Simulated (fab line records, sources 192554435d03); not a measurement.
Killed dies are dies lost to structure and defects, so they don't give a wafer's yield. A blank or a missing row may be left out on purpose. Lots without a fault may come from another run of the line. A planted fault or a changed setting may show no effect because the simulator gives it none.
fab line records | flow n5_finfet
record lots=24 wafers=72 last_day=18
route steps=1938 shown MOL_CONTACT_COAG@528
lots that met no fault: from a run of the same line without faults
start_h: hours from the record's first day to the start of the lot's first wafer shown | wait_h: hours since the lot's step before | " the same as in the row above | L1.1+2: a row that stands for several wafers | - no value, or no start given | * or withheld: withheld | < > ~ a bound
route shown NAME@n: a module of which the file shows steps, and the number in the route of the first | usual: mean/standard deviation of fault-free wafers | same: alike in all rows | chamber/n: place in a boat | sites: the reading at each site | _std_site: their standard deviation | _edge_site: outer sites' mean less inner sites' | radius_mm: how far each site lies from the wafer's centre | mask NAME#n: copy n | behind: the tool/chamber that last shaped the wafer | hold: why the lot was held/for how many hours/how that ended | device: the transistor (n, p or np) that didn't switch | end of line: the same wafers' tests at the end of the route | a step without rows: its recipe alone | killed: dies lost to structure and defects at the first sort, not the wafer's yield | map: a wafer's dies, x killed, . not, _ none there
set.NAME: the setting as run; set.NAME@STEP: as run at that earlier step | model.NAME: the simulator's own value behind a step, which no gauge read
steps of the route over a sample of lots; a table a step, a row a wafer
services: from which hour (start_h, from the record's first day; less than 0 if before it) a tool's chamber was out of use, for how many hours, and why
## steps
# step N5_MOL_CONTACT_COAG_INSPECT_10
# recipe mode=adi inspect_instrument=brightfield
# usual raw_defect_count=76/28
# columns lot.wafer tool chamber start_h wait_h raw_defect_count
L074.3 defect_inspect-02 - 88.57 0.0 50
L074.4 " - " " 54
L074.5 " - " " 74
L075.1 defect_inspect-01 - 98.10 0.1 87
L075.2 " - " " 64
L075.5 " - " " 53
L076.2 defect_inspect-02 - 99.64 0.0 127
L076.3 " - " " 66
L076.4 " - " " 79
L077.1 defect_inspect-01 - 108.87 0.1 108
L077.3 " - " " 97
L077.4 " - " " 101
L079.2 defect_inspect-01 - 117.31 0.0 65
L079.4 " - " " 61
L079.6 " - " " 63
L078.1 defect_inspect-01 - 119.94 0.1 75
L078.2 " - " " 115
L078.5 " - " " 72
L080.1 defect_inspect-01 - 127.19 0.1 96
L080.2 " - " " 68
L080.4 " - " " 101
L081.1 defect_inspect-02 - 134.46 0.1 46
L081.3 " - " " 32
L081.6 " - " " 46
L082.1 defect_inspect-01 - 143.97 0.1 82
L082.3 " - " " 56
L082.5 " - " " 57
L083.1 defect_inspect-01 - 145.25 0.1 125
L083.3 " - " " 115
L083.4 " - " " 100
L084.1 defect_inspect-02 - 151.53 0.1 82
L084.3 " - " " 64
L084.6 " - " " 43
L085.3 defect_inspect-02 - 166.06 0.0 92
L085.4 " - " " 91
L085.5 " - " " 62
L086.4 defect_inspect-01 - 166.11 0.0 57
L086.5 " - " " 45
L086.6 " - " " 43
L087.1 defect_inspect-02 - 168.20 0.1 83
L087.2 " - " " 85
L087.5 " - " " 40
L088.2 defect_inspect-02 - 177.14 0.0 92
L088.4 " - " " 114
L088.5 " - " " 84
L089.1 defect_inspect-02 - 181.55 0.1 74
L089.5 " - " " 77
L089.6 " - " " 122
L090.1 defect_inspect-01 - 190.99 0.1 50
L090.2 " - " " 84
L090.5 " - " " 41
L091.2 defect_inspect-02 - 196.17 0.0 146
L091.3 " - " " 80
L091.6 " - " " 74
L092.1 defect_inspect-02 - 197.36 0.1 48
L092.3 " - " " 94
L092.4 " - " " 47
L093.3 defect_inspect-01 - 206.89 0.0 55
L093.5 " - " " 36
L093.6 " - " " 68
L094.1 defect_inspect-02 - 209.26 0.1 60
L094.2 " - " " 121
L094.6 " - " " 44
L095.2 defect_inspect-01 - 217.78 0.0 132
L095.3 " - " " 55
L095.5 " - " " 83
L096.1 defect_inspect-01 - 222.01 0.1 81
L096.2 " - " " 77
L096.4 " - " " 92
L097.1 defect_inspect-01 - 228.20 0.1 86
L097.4 " - " " 51
L097.6 " - " " 92
# step N5_MOL_CONTACT_COAG_ETCH_15
# recipe chemistry=CH3F/O2 target=SiNx target_depth_a=70 mask_material=SOC stop_on=Si:P over_etch_frac=0.75 ion_energy_ev=120 pressure_mtorr=30 source_w=395 bias_w=73 Ar_flow_sccm=150 CH3F_flow_sccm=30 O2_flow_sccm=20
# usual O2_flow_sccm=20.00/0.056 drypump_motor_current_A=5.9/0.37 oes_product_au=0.59/0.07 rf_vpp_V=296/3.4 showerhead_plenum_p_Torr=1.99/0.085 throttle_valve_pct=16.33/0.24
# columns lot.wafer tool chamber start_h wait_h O2_flow_sccm drypump_motor_current_A oes_product_au rf_hours_counter_h rf_vpp_V showerhead_plenum_p_Torr throttle_valve_pct
L074.3 rie_diel-06 0 88.82 0.0 19.98 5.8 0.63 62 291 1.94 16.08
L074.4 " 3 " " 20.01 6.4 0.51 - 301 1.97 16.48
L074.5 " 0 " " 20.02 5.8 0.63 - 292 1.94 16.08
L075.1 rie_diel-03 3 98.35 0.0 19.92 6.2 0.58 82 299 2.12 16.53
L075.2 " 1 " " 19.95 5.9 0.51 231 297 2.06 16.84
L075.5 " 1 " " 20.04 5.9 0.51 - 298 2.06 16.84
L076.2 rie_diel-06 3 99.92 0.0 20.07 6.5 0.51 236 302 1.97 16.48
L076.3 " 2 " " 20.09 6.3 0.52 219 293 1.98 16.47
L076.4 " 0 " " 19.96 5.8 0.62 - 292 1.94 16.09
L077.1 rie_diel-06 0 109.12 0.0 19.96 5.8 0.62 71 293 1.94 16.10
L077.3 " 2 " " 19.99 6.3 0.52 223 293 1.97 16.48
L077.4 " 0 " " 19.90 5.8 0.63 - 292 1.94 16.09
L079.2 rie_diel-03 2 117.67 0.0 19.94 6.1 0.56 142 296 1.85 16.54
L079.4 " 3 " " 19.96 6.2 0.59 86 299 2.11 16.54
L079.6 " 1 " " 19.96 5.9 0.51 - 298 2.05 16.87
L078.1 rie_diel-03 2 121.43 0.0 19.99 6.1 0.56 144 296 1.85 16.55
L078.2 " 0 " " 20.07 5.5 0.53 196 295 1.98 16.24
L078.5 " 1 " " 19.81 5.9 0.51 - 298 2.05 16.85
L080.1 rie_diel-06 2 128.57 0.0 20.03 6.3 0.51 233 292 1.97 16.49
L080.2 " 3 " " 20.00 6.5 0.50 242 301 1.97 16.50
L080.4 " 1 " " 20.12 5.4 0.69 9 297 2.13 16.05
L081.1 rie_diel-06 1 134.73 0.0 19.96 5.3 0.68 13 297 2.12 16.05
L081.3 " 2 " " 19.90 6.3 0.51 236 292 1.97 16.49
L081.6 " 1 " " 20.05 5.4 0.67 - 299 2.12 16.04
L082.1 rie_diel-06 0 144.47 0.0 20.00 5.8 0.61 85 292 1.93 16.13
L082.3 " 2 " " 19.97 6.3 0.50 241 290 1.97 16.52
L082.5 " 1 " " 20.02 5.4 0.67 - 297 2.12 16.05
L083.1 rie_diel-03 2 145.68 0.0 19.96 6.2 0.56 155 296 1.84 16.59
L083.3 " 3 " " 20.06 6.1 0.57 100 300 2.11 16.57
L083.4 " 0 " " 19.93 5.5 0.52 - 294 1.98 16.27
L084.1 rie_diel-06 0 152.36 0.0 20.08 5.8 0.61 89 291 1.93 16.13
L084.3 " 1 " " 20.03 5.4 0.67 22 298 2.12 16.07
L084.6 " 2 " " 19.98 6.3 0.50 - 292 1.97 16.51
L085.3 rie_diel-06 0 167.14 0.0 20.03 5.8 0.60 100 293 1.93 16.15
L085.4 " 3 " " 20.02 6.4 0.69 - 303 1.96 16.07
L085.5 " 1 " " 19.98 5.4 0.64 - 297 2.12 16.09
L086.4 rie_diel-03 1 167.64 0.0 19.99 5.9 0.70 5 295 2.05 16.44
L086.5 " 2 " " 19.90 6.2 0.55 - 296 1.84 16.61
L086.6 " 3 " " 20.02 6.2 0.57 - 298 2.11 16.60
L087.1 rie_diel-03 2 168.97 0.0 20.03 6.2 0.55 167 296 1.84 16.61
L087.2 " 0 " " 20.01 5.6 0.52 221 294 1.97 16.30
L087.5 " 3 " " 19.99 6.1 0.57 - 299 2.11 16.59
L088.2 rie_diel-06 1 178.22 0.0 19.95 5.4 0.63 39 297 2.11 16.11
L088.4 " 0 " " 19.95 5.8 0.59 106 291 1.93 16.19
L088.5 " 0 " " 20.07 5.8 0.60 - 291 1.93 16.17
L089.1 rie_diel-03 3 181.97 0.0 20.05 6.2 0.56 119 299 2.10 16.61
L089.5 " 0 " " 20.03 5.5 0.52 - 296 1.97 16.31
L089.6 " 3 " " 20.03 6.1 0.56 - 298 2.10 16.61
L090.1 rie_diel-06 1 191.24 0.0 20.06 5.4 0.64 44 296 2.11 16.12
L090.2 " 0 " " 20.03 5.8 0.59 111 291 1.92 16.18
L090.5 " 0 " " 19.98 5.8 0.59 - 291 1.92 16.18
L091.2 rie_diel-03 2 196.42 0.0 19.96 6.1 0.54 178 297 1.84 16.62
L091.3 " 1 " " 19.97 5.9 0.67 18 297 2.04 16.46
L091.6 " 1 " " 20.05 5.9 0.67 - 297 2.04 16.46
L092.1 rie_diel-06 2 197.61 0.0 19.97 6.3 0.71 10 292 1.96 16.07
L092.3 " 0 " " 20.01 5.8 0.59 113 291 1.92 16.18
L092.4 " 3 " " 20.04 6.4 0.66 23 300 1.96 16.08
L093.3 rie_diel-03 0 207.14 0.0 20.04 5.5 0.51 238 294 1.97 16.34
L093.5 " 1 " " 20.07 5.9 0.67 - 297 2.04 16.46
L093.6 " 0 " " 20.00 5.6 0.51 - 295 1.97 16.32
L094.1 rie_diel-05 0 209.76 0.0 20.02 5.3 0.52 229 295 1.90 16.87
L094.2 " 1 " " 19.99 6.0 0.50 207 298 1.90 16.11
L094.6 " 2 " " 19.99 5.4 0.69 - 299 2.13 16.05
L095.2 rie_diel-05 2 218.09 0.0 19.99 5.4 0.68 15 297 2.13 16.07
L095.3 " 0 " " 19.95 5.3 0.52 232 294 1.90 16.87
L095.5 " 3 " " 19.96 5.8 0.70 - 300 2.14 15.97
L096.1 rie_diel-06 3 222.33 0.0 20.10 6.4 0.64 31 300 1.96 16.10
L096.2 " 0 " " 20.02 5.8 0.58 121 292 1.92 16.22
L096.4 " 1 " " 20.03 5.4 0.63 54 295 2.11 16.12
L097.1 rie_diel-06 2 228.46 0.0 19.96 6.3 0.68 21 292 1.96 16.10
L097.4 " 1 " " 20.06 5.4 0.63 56 297 2.11 16.13
L097.6 " 1 " " 20.01 5.4 0.62 - 297 2.11 16.12
# step N5_MOL_CONTACT_COAG_SPUTTER_143
# recipe material=Co target_thk_a=25 temp_c=25 chamber_pressure_pa=0.2
# usual throttle_valve_pct=29.7/1.4
# columns lot.wafer tool chamber start_h wait_h throttle_valve_pct
L074.3 pvd_sputter-03 - 91.19 0.0 31.8
L074.4 " - " " 28.9
L074.5 " - " " 29.1
L075.1 pvd_sputter-02 - 101.54 0.0 30.0
L075.2 " - " " 30.1
L075.5 " - " " 30.4
L076.2 pvd_sputter-01 - 101.90 0.0 27.7
L076.3 " - " " 28.4
L076.4 " - " " 31.3
L077.1 pvd_sputter-02 - 110.75 0.0 30.2
L077.3 " - " " 32.4
L077.4 " - " " 30.0
L079.2 pvd_sputter-01 - 119.84 0.0 29.0
L079.4 " - " " 27.4
L079.6 " - " " 31.4
L078.1 pvd_sputter-03 - 123.51 0.0 29.5
L078.2 " - " " 32.1
L078.5 " - " " 29.0
L080.1 pvd_sputter-01 - 131.49 0.0 27.3
L080.2 " - " " 28.3
L080.4 " - " " 29.3
L081.1 pvd_sputter-01 - 139.37 0.0 28.4
L081.3 " - " " 27.6
L081.6 " - " " 31.2
L083.1 pvd_sputter-03 - 148.45 0.0 29.4
L083.3 " - " " 28.7
L083.4 " - " " 28.7
L082.1 pvd_sputter-03 - 148.89 0.0 28.8
L082.3 " - " " 29.1
L082.5 " - " " 28.7
L084.1 pvd_sputter-01 - 155.55 0.0 27.4
L084.3 " - " " 31.4
L084.6 " - " " 28.4
L085.3 pvd_sputter-03 - 169.00 0.0 28.7
L085.4 " - " " 29.1
L085.5 " - " " 28.7
L086.4 pvd_sputter-03 - 169.26 0.0 28.9
L086.5 " - " " 32.0
L086.6 " - " " 29.4
L087.1 pvd_sputter-03 - 171.92 0.0 31.7
L087.2 " - " " 29.3
L087.5 " - " " 28.8
L088.2 pvd_sputter-01 - 180.48 0.0 27.6
L088.4 " - " " 28.4
L088.5 " - " " 31.3
L089.1 pvd_sputter-02 - 184.08 0.0 32.2
L089.5 " - " " 29.8
L089.6 " - " " 30.5
L090.1 pvd_sputter-03 - 193.21 0.0 29.1
L090.2 " - " " 28.9
L090.5 " - " " 32.1
L091.2 pvd_sputter-03 - 199.46 0.0 29.0
L091.3 " - " " 32.0
L091.6 " - " " 31.8
L092.1 pvd_sputter-02 - 200.29 0.0 30.2
L092.3 " - " " 32.1
L092.4 " - " " 29.9
L093.3 pvd_sputter-01 - 208.68 0.0 28.4
L093.5 " - " " 27.8
L093.6 " - " " 29.2
L094.1 pvd_sputter-01 - 212.82 0.0 28.2
L094.2 " - " " 29.2
L094.6 " - " " 27.6
L095.2 pvd_sputter-02 - 220.92 0.0 30.4
L095.3 " - " " 30.4
L095.5 " - " " 30.6
L096.1 pvd_sputter-01 - 225.56 0.0 29.2
L096.2 " - " " 30.9
L096.4 " - " " 28.1
L097.1 pvd_sputter-03 - 230.64 0.0 29.3
L097.4 " - " " 29.1
L097.6 " - " " 31.8
# step N5_MOL_CONTACT_COAG_CO_FILL_22
# recipe material=Co target_thk_a=200 temp_c=200 precursor=CCTBA/H2 pressure_torr=30
# usual heater_power_w=249/28
# columns lot.wafer tool chamber start_h wait_h heater_power_w
L074.3 cvd_co-02 2 91.31 0.1 251
L074.4 " 0 " " 212
L074.5 " 1 " " 300
L075.1 cvd_co-01 0 101.66 0.1 225
L075.2 " 1 " " 290
L075.5 " 1 " " 295
L076.2 cvd_co-02 2 102.27 0.3 239
L076.3 " 0 " " 208
L076.4 " 2 " " 239
L077.1 cvd_co-02 1 110.87 0.1 296
L077.3 " 2 " " 241
L077.4 " 1 " " 304
L079.2 cvd_co-01 0 119.96 0.1 230
L079.4 " 2 " " 245
L079.6 " 0 " " 228
L078.1 cvd_co-01 2 123.64 0.1 252
L078.2 " 0 " " 219
L078.5 " 0 " " 222
L080.1 cvd_co-01 0 131.65 0.1 231
L080.2 " 2 " " 251
L080.4 " 2 " " 252
L081.1 cvd_co-01 2 139.49 0.1 256
L081.3 " 0 " " 230
L081.6 " 0 " " 230
L083.1 cvd_co-01 2 148.63 0.1 253
L083.3 " 0 " " 222
L083.4 " 2 " " 241
L082.1 cvd_co-01 1 149.21 0.3 271
L082.3 " 2 " " 252
L082.5 " 2 " " 250
L084.1 cvd_co-01 1 155.68 0.1 274
L084.3 " 0 " " 221
L084.6 " 1 " " 272
L085.3 cvd_co-02 2 169.12 0.1 235
L085.4 " 1 " " 300
L085.5 " 0 " " 209
L086.4 cvd_co-01 1 169.67 0.4 275
L086.5 " 2 " " 253
L086.6 " 0 " " 228
L087.1 cvd_co-01 0 172.04 0.1 228
L087.2 " 1 " " 265
L087.5 " 0 " " 227
L088.2 cvd_co-02 0 180.61 0.1 217
L088.4 " 2 " " 236
L088.5 " 0 " " 206
L089.1 cvd_co-02 2 184.20 0.1 239
L089.5 " 2 " " 240
L089.6 " 1 " " 294
L090.1 cvd_co-02 0 193.33 0.1 213
L090.2 " 1 " " 297
L090.5 " 2 " " 241
L091.2 cvd_co-01 1 199.58 0.1 279
L091.3 " 0 " " 228
L091.6 " 0 " " 228
L092.1 cvd_co-01 1 200.41 0.1 277
L092.3 " 2 " " 244
L092.4 " 0 " " 226
L093.3 cvd_co-01 2 208.80 0.1 245
L093.5 " 0 " " 226
L093.6 " 1 " " 280
L094.1 cvd_co-01 1 212.94 0.1 268
L094.2 " 2 " " 253
L094.6 " 1 " " 273
L095.2 cvd_co-02 2 221.04 0.1 248
L095.3 " 1 " " 302
L095.5 " 0 " " 215
L096.1 cvd_co-02 1 225.74 0.1 302
L096.2 " 2 " " 243
L096.4 " 2 " " 242
L097.1 cvd_co-02 2 230.76 0.1 244
L097.4 " 0 " " 215
L097.6 " 1 " " 298
# step N5_MOL_CONTACT_COAG_THK_MEAS_29
# recipe reads=SiNx_of_GATE_CUT_PECVD_57+SiNx_of_GATE_CUT_SAC_CAP_01
# usual MD_CAP_THK=17.92/0.082
# columns lot.wafer tool chamber start_h wait_h MD_CAP_THK[nm]
L074.3 film_metro-01 - 98.46 - 17.97
L074.4 " - " " 17.79
L074.5 " - " " 17.93
L075.1 film_metro-02 - 107.26 - 17.97
L075.2 " - " " 17.94
L075.5 " - " " 17.96
L076.2 film_metro-02 - 107.69 - 17.86
L076.3 " - " " 17.87
L076.4 " - " " 17.77
L077.1 film_metro-02 - 117.35 - 17.93
L077.3 " - " " 17.89
L077.4 " - " " 17.86
L079.2 film_metro-02 - 125.90 - 18.07
L079.4 " - " " 18.01
L079.6 " - " " 17.97
L078.1 film_metro-02 - 129.52 - 17.88
L078.2 " - " " 17.95
L078.5 " - " " 17.93
L080.1 film_metro-02 - 141.02 - 17.89
L080.2 " - " " 17.82
L080.4 " - " " 17.91
L081.1 film_metro-02 - 144.57 - 17.84
L081.3 " - " " 17.79
L081.6 " - " " 17.75
L083.1 film_metro-01 - 153.14 - 17.91
L083.3 " - " " 17.89
L083.4 " - " " 17.93
L082.1 film_metro-01 - 154.34 - 18.05
L082.3 " - " " 17.80
L082.5 " - " " 17.83
L084.1 film_metro-01 - 161.21 - 17.97
L084.3 " - " " 17.92
L084.6 " - " " 17.85
L085.3 film_metro-02 - 174.94 - 17.84
L085.4 " - " " 17.86
L085.5 " - " " 17.92
L086.4 film_metro-02 - 176.35 - 18.11
L086.5 " - " " 18.08
L086.6 " - " " 17.96
L087.1 film_metro-01 - 177.89 - 17.97
L087.2 " - " " 17.95
L087.5 " - " " 17.92
L088.2 film_metro-01 - 186.90 - 17.95
L088.4 " - " " 17.96
L088.5 " - " " 17.97
L089.1 film_metro-01 - 192.01 - 17.94
L089.5 " - " " 17.95
L089.6 " - " " 17.79
L090.1 film_metro-01 - 198.87 - 17.84
L090.2 " - " " 17.95
L090.5 " - " " 17.96
L091.2 film_metro-01 - 207.54 - 17.86
L091.3 " - " " 17.97
L091.6 " - " " 17.91
L092.1 film_metro-01 - 207.95 - 17.99
L092.3 " - " " 17.98
L092.4 " - " " 17.81
L093.3 film_metro-02 - 215.54 - 17.93
L093.5 " - " " 17.97
L093.6 " - " " 18.03
L094.1 film_metro-01 - 219.37 - 17.81
L094.2 " - " " 17.89
L094.6 " - " " 17.85
L095.2 film_metro-02 - 227.62 - 17.92
L095.3 " - " " 17.87
L095.5 " - " " 17.89
L096.1 film_metro-01 - 232.25 - 17.93
L096.2 " - " " 18.05
L096.4 " - " " 17.94
L097.1 film_metro-02 - 239.16 - 18.05
L097.4 " - " " 17.96
L097.6 " - " " 18.04
# step N5_MOL_CONTACT_COAG_ETCHBACK_135
# recipe chemistry=CHF3 target=SiO2 target_depth_a=250 time_s=16.7 ion_energy_ev=200 pressure_mtorr=30 source_w=610 bias_w=170 Ar_flow_sccm=200 CHF3_flow_sccm=50
# usual drypump_motor_current_A=5.9/0.32 oes_product_au=0.78/0.093 rf_vpp_V=521/4.7 showerhead_plenum_p_Torr=2.36/0.1 throttle_valve_pct=18.80/0.25
# columns lot.wafer tool chamber start_h wait_h drypump_motor_current_A oes_product_au rf_hours_counter_h rf_vpp_V showerhead_plenum_p_Torr throttle_valve_pct
L074.3 rie_diel-06 0 101.03 0.0 5.8 0.85 67 512 2.31 18.48
L074.4 " 0 " " 5.8 0.86 - 514 2.31 18.49
L074.5 " 3 " " 6.4 0.69 - 531 2.35 18.84
L075.1 rie_diel-05 0 108.97 0.0 5.3 0.72 211 519 2.27 19.23
L075.2 " 1 " " 5.9 0.70 189 525 2.27 18.44
L075.5 " 1 " " 5.9 0.70 - 526 2.27 18.45
L076.2 rie_diel-06 2 109.40 0.0 6.3 0.70 223 517 2.35 18.83
L076.3 " 0 " " 5.8 0.86 71 513 2.31 18.49
L076.4 " 3 " " 6.4 0.69 - 532 2.35 18.85
L077.1 rie_diel-03 1 120.39 0.0 5.9 0.68 240 523 2.44 19.27
L077.3 " 2 " " 6.1 0.76 144 523 2.21 18.95
L077.4 " 0 " " 5.6 0.71 196 520 2.36 18.58
L079.2 rie_diel-03 2 128.58 0.0 6.1 0.75 147 524 2.20 18.97
L079.4 " 1 " " 5.9 0.67 245 523 2.44 19.25
L079.6 " 2 " " 6.1 0.77 - 522 2.20 18.95
L078.1 rie_diel-03 2 131.42 0.0 6.1 0.76 148 521 2.20 18.96
L078.2 " 1 " " 5.9 0.68 246 525 2.44 19.27
L078.5 " 0 " " 5.6 0.72 - 519 2.36 18.60
L080.1 rie_diel-06 1 143.12 0.0 5.4 0.94 17 523 2.52 18.48
L080.2 " 2 " " 6.3 0.68 241 514 2.34 18.86
L080.4 " 1 " " 5.4 0.93 - 523 2.52 18.47
L081.1 rie_diel-06 2 146.27 0.0 6.3 0.69 243 516 2.34 18.86
L081.3 " 0 " " 5.8 0.84 86 513 2.30 18.52
L081.6 " 1 " " 5.4 0.93 - 524 2.52 18.49
L083.1 rie_diel-03 2 154.81 0.0 6.1 0.76 160 522 2.20 18.97
L083.3 " 3 " " 6.2 0.79 106 526 2.51 19.01
L083.4 " 2 " " 6.1 0.75 - 522 2.20 18.99
L082.1 rie_diel-03 1 156.79 0.0 5.9 1.00 0 524 2.44 18.89
L082.3 " 3 " " 6.1 0.77 107 526 2.51 19.01
L082.5 " 1 " " 5.9 0.99 - 522 2.44 18.88
L084.1 rie_diel-03 0 164.55 0.0 5.5 0.70 219 521 2.35 18.63
L084.3 " 2 " " 6.2 0.75 165 521 2.20 19.00
L084.6 " 3 " " 6.2 0.77 - 527 2.50 19.02
L085.3 rie_diel-06 1 176.62 0.0 5.4 0.89 38 525 2.51 18.52
L085.4 " 3 " " 6.5 0.92 15 530 2.34 18.48
L085.5 " 1 " " 5.4 0.88 - 524 2.51 18.51
L086.4 rie_diel-03 2 178.85 0.0 6.2 0.74 172 522 2.20 19.01
L086.5 " 2 " " 6.2 0.74 - 521 2.20 19.01
L086.6 " 1 " " 5.9 0.95 - 525 2.44 18.90
L087.1 rie_diel-05 3 180.28 0.0 5.8 0.69 250 519 2.25 18.77
L087.2 " 0 " " 5.3 0.72 216 520 2.27 19.24
L087.5 " 1 " " 5.9 0.69 - 525 2.27 18.43
L088.2 rie_diel-03 2 189.60 0.0 6.1 0.73 175 521 2.19 19.00
L088.4 " 0 " " 5.5 0.69 231 518 2.35 18.63
L088.5 " 0 " " 5.5 0.69 - 519 2.35 18.65
L089.1 rie_diel-03 2 194.15 0.0 6.2 0.74 177 522 2.19 18.99
L089.5 " 0 " " 5.5 0.70 - 520 2.35 18.63
L089.6 " 3 " " 6.2 0.77 - 527 2.50 19.03
L090.1 rie_diel-03 2 200.62 0.0 6.2 0.74 181 522 2.19 19.01
L090.2 " 1 " " 5.9 0.92 21 523 2.43 18.91
L090.5 " 2 " " 6.2 0.73 - 520 2.19 19.01
L091.2 rie_diel-06 0 209.35 0.0 5.8 0.80 117 513 2.29 18.56
L091.3 " 2 " " 6.3 0.96 14 515 2.34 18.49
L091.6 " 0 " " 5.8 0.80 - 512 2.29 18.55
L092.1 rie_diel-05 0 210.12 0.0 5.3 0.70 229 518 2.26 19.25
L092.3 " 2 " " 5.4 0.93 12 525 2.52 18.46
L092.4 " 3 " " 5.8 0.98 2 526 2.54 18.38
L093.3 rie_diel-03 3 217.26 0.0 6.2 0.76 124 525 2.50 19.05
L093.5 " 2 " " 6.1 0.73 - 521 2.19 19.02
L093.6 " 3 " " 6.2 0.77 - 527 2.50 19.02
L094.1 rie_diel-03 2 220.94 0.0 6.2 0.73 188 521 2.19 19.03
L094.2 " 3 " " 6.2 0.76 125 526 2.50 19.06
L094.6 " 1 " " 5.9 0.91 - 523 2.43 18.95
L095.2 rie_diel-03 0 229.54 0.0 5.6 0.68 247 519 2.34 18.68
L095.3 " 2 " " 6.2 0.73 190 521 2.19 19.03
L095.5 " 1 " " 5.9 0.91 - 523 2.43 18.93
L096.1 rie_diel-06 1 235.27 0.0 5.4 0.85 58 522 2.51 18.55
L096.2 " 0 " " 5.8 0.79 125 513 2.29 18.57
L096.4 " 3 " " 6.5 0.87 36 531 2.33 18.51
L097.1 rie_diel-03 1 241.22 0.0 5.9 0.89 35 523 2.43 18.95
L097.4 " 3 " " 6.2 0.76 131 527 2.50 19.04
L097.6 " 3 " " 6.1 0.76 - 527 2.50 19.05
## services
# columns tool chamber start_h hours kind
pvd_sputter-02 - 69.55 28.8 repair
cvd_co-02 0 70.46 15.5 repair
rie_diel-06 1 87.45 - clean
rie_diel-06 1 87.45 - consumable_replace:focus_ring
rie_diel-06 1 87.45 - consumable_replace:showerhead
rie_diel-06 1 87.45 24.6 scheduled_down
rie_diel-06 1 87.45 24.6 vent_cycle
rie_diel-05 - 117.79 14.6 pm
pvd_sputter-01 - 118.42 0.9 repair
rie_diel-06 0 131.83 6.3 repair
pvd_sputter-01 - 136.93 1.7 repair
rie_diel-03 1 141.03 - clean
rie_diel-03 1 141.03 - consumable_replace:focus_ring
rie_diel-03 1 141.03 15.4 scheduled_down
rie_diel-03 1 141.03 15.4 vent_cycle
rie_diel-05 - 143.02 12.1 repair
pvd_sputter-01 - 147.86 3.0 repair
cvd_co-02 - 148.24 6.9 pm
rie_diel-03 0 160.20 1.9 repair
cvd_co-01 2 172.74 5.5 repair
rie_diel-05 2 178.77 4.2 repair
cvd_co-01 - 219.86 6.0 pm
pvd_sputter-03 - 229.48 0.6 repair
rie_diel-06 3 240.11 5.5 repair
## key
fault none
